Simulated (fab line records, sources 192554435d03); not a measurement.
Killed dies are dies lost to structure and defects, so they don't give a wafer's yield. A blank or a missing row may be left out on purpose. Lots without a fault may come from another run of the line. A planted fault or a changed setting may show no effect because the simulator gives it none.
fab line records | flow n5_finfet
record lots=8 wafers=24 last_day=20
route steps=1938 shown SD_EPI_N@281 SD_EPI_P@308 SD_ACTIVATION@330 BEOL_M4@1111
lots that met no fault: from a run of the same line without faults
start_h: hours from the record's first day to the start of the lot's first wafer shown | wait_h: hours since the lot's step before | " the same as in the row above | L1.1+2: a row that stands for several wafers | - no value, or no start given | * or withheld: withheld | < > ~ a bound
route shown NAME@n: a module of which the file shows steps, and the number in the route of the first | usual: mean/standard deviation of fault-free wafers | same: alike in all rows | chamber/n: place in a boat | sites: the reading at each site | _std_site: their standard deviation | _edge_site: outer sites' mean less inner sites' | radius_mm: how far each site lies from the wafer's centre | mask NAME#n: copy n | behind: the tool/chamber that last shaped the wafer | hold: why the lot was held/for how many hours/how that ended | device: the transistor (n, p or np) that didn't switch | end of line: the same wafers' tests at the end of the route | a step without rows: its recipe alone | killed: dies lost to structure and defects at the first sort, not the wafer's yield | map: a wafer's dies, x killed, . not, _ none there
set.NAME: the setting as run; set.NAME@STEP: as run at that earlier step | model.NAME: the simulator's own value behind a step, which no gauge read
steps of the route over a sample of lots; a table a step, a row a wafer
services: from which hour (start_h, from the record's first day; less than 0 if before it) a tool's chamber was out of use, for how many hours, and why
## steps
# step N5_SD_EPI_N_SD_RECESS_17
# recipe chemistry=HBr/Cl2/O2 target_depth_a=410 mask_material=SOC time_s=23.7 bt_time_s=3 pressure_mtorr=10 icp_w=800 bias_w=112 HBr_flow_sccm=150 Cl2_flow_sccm=80 O2_flow_sccm=12
# usual drypump_motor_current_A=5.6/0.4 he_backside_leak_sccm=2.7/0.32 oes_product_au=1.008/0.019 throttle_valve_pct=37.0/0.35
# columns lot.wafer tool chamber start_h wait_h drypump_motor_current_A he_backside_leak_sccm oes_product_au rf_hours_counter_h throttle_valve_pct
L505.2 rie_si-05 3 50.18 0.0 5.9 2.8 0.992 6 37.2
L505.4 " 3 " " 5.9 2.9 0.990 - 37.3
L505.6 " 2 " " 6.0 4.3 1.023 - 37.2
L507.3 rie_si-01 3 65.57 0.0 5.5 3.4 1.009 87 36.6
L507.4 " 2 " " 4.8 2.6 1.029 42 36.9
L507.5 " 1 " " 5.7 2.7 1.013 - 37.3
L509.1 rie_si-05 3 74.65 0.0 5.9 2.7 0.979 7 37.3
L509.4 " 0 " " 5.8 2.4 1.024 91 36.7
L509.5 " 0 " " 5.8 2.4 1.030 - 36.7
L515.3 rie_si-01 3 114.14 0.0 5.5 3.5 1.014 88 36.6
L515.5 " 3 " " 5.5 3.3 1.002 - 36.6
L515.6 " 0 " " 6.1 2.5 0.967 - 37.2
L517.2 rie_si-02 1 127.40 0.0 5.4 2.7 1.030 29 36.8
L517.3 " 2 " " 6.1 3.0 1.025 83 36.2
L517.5 " 1 " " 5.4 2.8 1.032 - 36.9
L521.4 rie_si-01 0 145.38 0.0 6.1 2.3 0.968 8 37.2
L521.5 " 0 " " 6.1 2.4 0.973 - 37.2
L521.6 " 3 " " 5.5 3.5 1.012 - 36.6
L522.2 rie_si-05 3 156.63 0.0 5.9 3.0 0.987 8 37.3
L522.4 " 2 " " 6.0 2.6 1.014 159 37.1
L522.6 " 0 " " 5.8 2.4 1.025 - 36.7
L528.1 rie_si-02 1 191.82 0.0 5.4 2.8 1.030 30 36.9
L528.2 " 0 " " 5.8 2.8 1.005 59 37.4
L528.4 " 2 " " 6.1 2.8 1.021 84 36.2
# step N5_SD_EPI_P_ETCH_37
# recipe chemistry=N2/H2 target=SOC overetch_a=1080 mask_material=SiARC temp_c=40 ion_energy_ev=100 source_w=3000 bias_w=133 pressure_mtorr=20 time_s=486 n2_flow_sccm=200 h2_flow_sccm=200 ends=end_point
# usual drypump_motor_current_A=5.6/0.48 oes_product_au=0.67/0.051 rf_vpp_V=241.0/1.4 showerhead_plenum_p_Torr=2.54/0.097 temp_c=39.98/0.11 throttle_valve_pct=23.57/0.15
# columns lot.wafer tool chamber start_h wait_h drypump_motor_current_A oes_product_au rf_hours_counter_h rf_vpp_V showerhead_plenum_p_Torr temp_c throttle_valve_pct
L505.2 rie_diel-03 3 54.36 0.0 5.2 0.79 21 240.9 2.60 39.98 23.68
L505.4 " 0 " " 5.1 0.66 166 241.6 2.63 39.94 23.54
L505.6 " 0 " " 5.1 0.67 - 242.7 2.63 40.15 23.53
L507.3 rie_diel-03 0 70.00 0.0 5.1 0.67 170 242.9 2.62 39.93 23.54
L507.4 " 3 " " 5.2 0.78 25 241.4 2.60 40.11 23.69
L507.5 " 2 " " 5.7 0.63 - 241.1 2.62 39.90 23.61
L509.1 rie_diel-05 1 78.51 0.0 5.4 0.81 20 241.3 2.70 40.08 23.18
L509.4 " 2 " " 5.6 0.61 217 239.4 2.39 40.01 23.58
L509.5 " 1 " " 5.4 0.82 - 242.8 2.70 40.04 23.18
L515.3 rie_diel-02 3 118.72 0.0 6.0 0.67 169 237.6 2.40 40.23 23.33
L515.5 " 1 " " 6.4 0.70 - 238.9 2.44 40.14 23.68
L515.6 " 2 " " 5.6 0.67 - 242.8 2.64 40.02 23.65
L517.2 rie_diel-02 2 131.40 0.0 5.5 0.67 169 242.7 2.64 39.89 23.68
L517.3 " 1 " " 6.4 0.70 113 240.2 2.44 39.94 23.69
L517.5 " 3 " " 6.0 0.67 - 239.3 2.40 39.91 23.33
L521.4 rie_diel-02 0 150.14 0.0 5.0 0.63 225 243.0 2.61 39.98 23.58
L521.5 " 2 " " 5.6 0.67 - 242.3 2.64 40.02 23.67
L521.6 " 3 " " 6.0 0.67 - 239.3 2.40 39.90 23.34
L522.2 rie_diel-02 3 161.15 0.0 6.0 0.66 183 238.2 2.40 40.05 23.34
L522.4 " 2 " " 5.6 0.66 - 242.1 2.63 39.92 23.70
L522.6 " 0 " " 5.0 0.63 - 241.8 2.61 39.83 23.59
L528.1 rie_diel-02 2 197.38 0.0 5.6 0.66 189 243.0 2.63 39.92 23.70
L528.2 " 1 " " 6.5 0.69 130 239.7 2.43 39.78 23.72
L528.4 " 0 " " 5.0 0.62 239 241.7 2.61 40.12 23.60
# step N5_SD_EPI_P_EPI_21
# recipe material=SiGe:B dopant=B temp_c=550 pressure_torr=20 ambient=H2 time_s=355
# usual chamber_pressure_Torr=20.00/0.038
# columns lot.wafer tool chamber start_h wait_h chamber_pressure_Torr
L505.2 epi_rpcvd-03 0 55.97 0.5 20.00
L505.4 " 0 " " 20.06
L505.6 " 0 " " 20.08
L507.3 epi_rpcvd-04 0 71.98 0.8 20.05
L507.4 " 0 " " 20.00
L507.5 " 0 " " 20.05
L509.1 epi_rpcvd-03 0 79.79 0.1 20.03
L509.4 " 0 80.87 1.1 20.00
L509.5 " 0 " " 20.04
L515.3 epi_rpcvd-04 0 120.70 0.8 25.37
L515.5 " 0 " " 25.36
L515.6 " 0 " " 25.35
L517.2 epi_rpcvd-04 0 133.02 0.5 25.30
L517.3 " 0 " " 25.39
L517.5 " 0 " " 25.37
L521.4 epi_rpcvd-03 0 152.48 1.1 20.03
L521.5 " 0 " " 19.99
L521.6 " 0 " " 20.02
L522.2 epi_rpcvd-03 0 162.77 0.5 20.03
L522.4 " 0 " " 20.00
L522.6 " 0 " " 19.96
L528.1 epi_rpcvd-03 0 198.76 0.2 20.04
L528.2 " 0 " " 19.98
L528.4 " 0 " " 19.97
# step N5_SD_EPI_P_EPI_MEAS_23
# recipe mode=xrd
# usual thk_nm=60.7/1.2
# columns lot.wafer tool chamber start_h wait_h thk_nm
L505.2 film_metro-02 - 57.83 1.5 59.8
L505.4 " - " " 61.3
L505.6 " - " " 63.1
L507.3 film_metro-02 - 73.46 1.1 59.6
L507.4 " - " " 60.1
L507.5 " - " " 60.5
L509.1 film_metro-01 - 81.98 1.8 58.7
L509.4 " - " " 61.0
L509.5 " - " " 60.6
L515.3 film_metro-02 - 122.18 1.1 68.7
L515.5 " - " " 67.0
L515.6 " - " " 67.1
L517.2 film_metro-01 - 134.85 1.5 66.0
L517.3 " - " " 65.9
L517.5 " - " " 65.8
L521.4 film_metro-02 - 153.62 0.8 59.5
L521.5 " - " " 57.5
L521.6 " - " " 58.5
L522.2 film_metro-01 - 164.61 1.5 62.3
L522.4 " - " " 60.0
L522.6 " - " " 60.8
L528.1 film_metro-02 - 201.67 2.4 61.7
L528.2 " - " " 59.3
L528.4 " - " " 60.5
# step N5_SD_ACTIVATION_RTA_00
# recipe temp_c=975 time_s=0 ambient=N2 idle_temp_c=600 ramp_up_c_per_s=150 ramp_down_c_per_s=60 cool_to_c=600
# usual lamp_power_pct=8.96/0.052 wafer_temp_C_max=975.1/2.2
# columns lot.wafer tool chamber start_h wait_h lamp_power_pct wafer_temp_C_max
L505.2 rtp_anneal-01 0 58.07 0.1 8.97 977.6
L505.4 " 0 " " 8.99 977.3
L505.6 " 0 " " 8.96 974.2
L507.3 rtp_anneal-01 0 73.71 0.1 8.88 973.8
L507.4 " 0 " " 8.89 979.4
L507.5 " 0 " " 9.00 978.0
L509.1 rtp_anneal-02 0 82.30 0.0 9.02 972.3
L509.4 " 0 " " 8.96 976.2
L509.5 " 0 " " 8.94 977.8
L515.3 rtp_anneal-01 0 122.58 0.2 9.01 977.9
L515.5 " 0 " " 9.02 974.2
L515.6 " 0 " " 9.06 978.1
L517.2 rtp_anneal-02 0 135.08 0.1 8.96 974.1
L517.3 " 0 " " 8.99 972.1
L517.5 " 0 " " 8.92 976.2
L521.4 rtp_anneal-01 0 153.99 0.2 8.88 974.3
L521.5 " 0 " " 8.98 973.6
L521.6 " 0 " " 8.99 973.5
L522.2 rtp_anneal-02 0 164.84 0.1 8.94 981.7
L522.4 " 0 " " 8.96 973.7
L522.6 " 0 " " 9.01 974.5
L528.1 rtp_anneal-01 0 201.89 0.0 8.84 973.4
L528.2 " 0 " " 8.95 975.9
L528.4 " 0 " " 8.98 971.5
# step N5_SD_ACTIVATION_RS_MEAS_03
# recipe thk_meas_gauge=four-point-probe
# usual RS_SD_N=21.9/0.33 RS_SD_P=56.5/1.1
# columns lot.wafer tool chamber start_h wait_h RS_SD_N[ohm/sq] RS_SD_P[ohm/sq]
L505.2 film_metro-01 - 58.47 0.2 21.9 57.3
L505.4 " - " " 21.7 56.8
L505.6 " - " " 21.8 57.1
L507.3 film_metro-02 - 74.10 0.2 21.7 57.1
L507.4 " - " " 21.7 56.7
L507.5 " - " " 21.9 57.2
L509.1 film_metro-02 - 82.88 0.2 22.1 57.5
L509.4 " - " " 22.2 58.3
L509.5 " - " " 21.7 57.0
L515.3 film_metro-02 - 122.96 0.2 21.6 45.8
L515.5 " - " " 21.6 47.1
L515.6 " - " " 22.0 46.7
L517.2 film_metro-01 - 135.48 0.2 21.9 48.6
L517.3 " - " " 22.1 48.7
L517.5 " - " " 21.8 48.8
L521.4 film_metro-02 - 154.38 0.1 21.3 58.1
L521.5 " - " " 21.9 58.3
L521.6 " - " " 21.7 57.9
L522.2 film_metro-01 - 165.23 0.2 22.2 56.6
L522.4 " - " " 21.8 57.8
L522.6 " - " " 22.0 57.2
L528.1 film_metro-02 - 202.29 0.2 21.3 56.7
L528.2 " - " " 21.8 59.1
L528.4 " - " " 21.5 57.7
# step N5_BEOL_M4_RC_MEAS_101
# usual DIBL_N=36.0/1.9 DIBL_P=35.6/2.2 IOFF_N=0.15/0.031 IOFF_P=0.19/0.032 ION_N=668/11 ION_P=455/7.2 REXT_P=100.3/2.6 RS_SD_P=66.4/1.2 SS_N=71.5/0.65 SS_P=73.4/0.64 VT_N=251/3.6 VT_P=-253/3.3
# columns lot.wafer tool chamber start_h wait_h DIBL_N[mV/V] DIBL_P[mV/V] IOFF_N[nA/um] IOFF_P[nA/um] ION_N[uA/um] ION_P[uA/um] REXT_P[ohm.um] RS_SD_P[ohm/sq] SS_N[mV/dec] SS_P[mV/dec] VT_N[mV] VT_P[mV]
L505.2 prober-01 0 190.18 0.2 36.4 35.6 0.15 0.21 671 461 97.3 67.7 70.7 73.6 249 -249
L505.4 " 0 " " 35.7 34.2 0.14 0.19 664 460 96.4 66.9 70.1 73.3 251 -251
L505.6 " 0 " " 37.5 36.3 0.17 0.22 675 457 97.7 66.8 71.0 73.7 250 -250
L507.3 prober-01 0 198.86 0.3 34.8 34.5 0.13 0.17 647 445 102.8 67.0 71.1 72.7 252 -253
L507.4 " 0 " " 36.2 35.2 0.15 0.17 663 453 101.9 66.4 70.9 72.5 254 -253
L507.5 " 0 " " 36.5 35.6 0.15 0.17 655 441 103.8 67.3 71.8 73.5 251 -254
L509.1 prober-01 0 215.89 0.0 34.7 34.5 0.14 0.19 665 458 104.6 67.2 70.7 72.5 252 -251
L509.4 " 0 " " 40.0 38.0 0.23 0.25 681 457 106.8 68.2 72.7 74.4 249 -250
L509.5 " 0 " " 37.7 36.0 0.18 0.22 669 465 104.3 66.1 71.5 74.2 249 -251
L515.3 prober-01 0 288.47 0.3 33.1 33.8 0.11 0.19 663 464 87.5 54.8 70.5 72.6 251 -251
L515.5 " 0 " " 33.8 34.4 0.12 0.20 661 464 88.1 55.4 71.3 73.4 250 -250
L515.6 " 0 " " 32.3 31.6 0.10 0.16 658 458 88.9 55.6 70.5 73.2 255 -253
L517.2 prober-01 0 295.37 0.2 38.7 38.0 0.17 0.25 674 471 94.2 57.4 71.9 74.9 250 -247
L517.3 " 0 " " 37.5 36.3 0.15 0.22 672 464 95.9 56.7 72.2 73.7 251 -248
L517.5 " 0 " " 37.1 36.0 0.15 0.21 659 456 96.7 57.9 71.0 73.4 256 -252
L521.4 prober-01 0 308.79 0.5 34.9 35.3 0.14 0.18 667 454 101.0 68.0 71.1 73.0 251 -253
L521.5 " 0 " " 35.5 36.0 0.15 0.20 662 450 100.8 68.9 71.2 73.4 249 -248
L521.6 " 0 " " 33.6 34.6 0.13 0.18 667 461 99.5 66.9 71.0 73.0 251 -252
L522.2 prober-01 0 322.82 0.2 38.0 36.6 0.17 0.21 677 463 101.8 66.2 70.9 74.0 249 -251
L522.4 " 0 " " 36.8 34.7 0.14 0.18 666 459 102.7 67.8 71.3 73.7 248 -253
L522.6 " 0 " " 38.8 37.1 0.18 0.21 683 461 101.3 66.9 72.0 73.4 248 -250
L528.1 prober-01 0 361.52 0.0 34.9 33.6 0.13 0.17 671 460 100.9 67.1 71.2 73.1 250 -252
L528.2 " 0 " " 34.3 33.6 0.12 0.18 653 451 103.0 69.1 70.9 73.2 254 -253
L528.4 " 0 " " 37.0 36.7 0.16 0.24 684 469 100.9 67.4 71.4 74.6 248 -246
## services
# columns tool chamber start_h hours kind
rie_si-05 0 45.20 6.5 repair
rie_diel-05 3 52.46 7.1 repair
rie_diel-05 - 66.04 5.2 repair
rie_diel-03 - 107.77 2.8 pm
rie_diel-02 1 125.47 2.9 repair
epi_rpcvd-03 - 153.88 8.1 pm
rie_diel-05 - 154.02 2.8 pm
rie_diel-02 1 154.53 9.8 repair
rie_diel-03 1 154.81 - clean
rie_diel-03 1 154.81 - consumable_replace:focus_ring
rie_diel-03 1 154.81 34.2 scheduled_down
rie_diel-03 1 154.81 34.2 vent_cycle
rie_si-02 1 162.54 3.4 repair
rie_diel-05 3 171.94 12.6 repair
rie_diel-05 0 184.97 - clean
rie_diel-05 0 184.97 - consumable_replace:focus_ring
rie_diel-05 0 184.97 23.1 scheduled_down
rie_diel-05 0 184.97 23.1 vent_cycle
## key
first_sign step=N5_SD_EPI_P_EPI_21 reading=chamber_pressure_Torr direction=up sigmas=99+ usual=20.00 struck=25.36
effect step=N5_SD_EPI_P_EPI_MEAS_23 reading=thk_nm direction=up sigmas=5.2 usual=* struck=*
effect step=N5_SD_ACTIVATION_RS_MEAS_03 reading=RS_SD_P direction=down sigmas=8.4 usual=56.5 struck=47.6
effect step=N5_BEOL_M4_RC_MEAS_101 reading=RS_SD_P direction=down sigmas=8.8 usual=66.4 struck=56.3
effect step=N5_BEOL_M4_RC_MEAS_101 reading=REXT_P direction=down sigmas=3.3 usual=100.3 struck=91.9
met_at N5_SD_EPI_P_EPI_21
struck_lots L515,L517
not_acting_at N5_SD_EPI_N_SD_RECESS_17,N5_SD_EPI_P_ETCH_37,N5_SD_ACTIVATION_RTA_00
onset_between 71.98 120.70
fault kind=process_parameter_drift tool=epi_rpcvd-04 chamber=- onset_h=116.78 steps=N5_SD_EPI_P_EPI_21 channel=pressure_torr offset=5.3512 shape=step end_h=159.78 acts_in=these_recipes_only stated=20
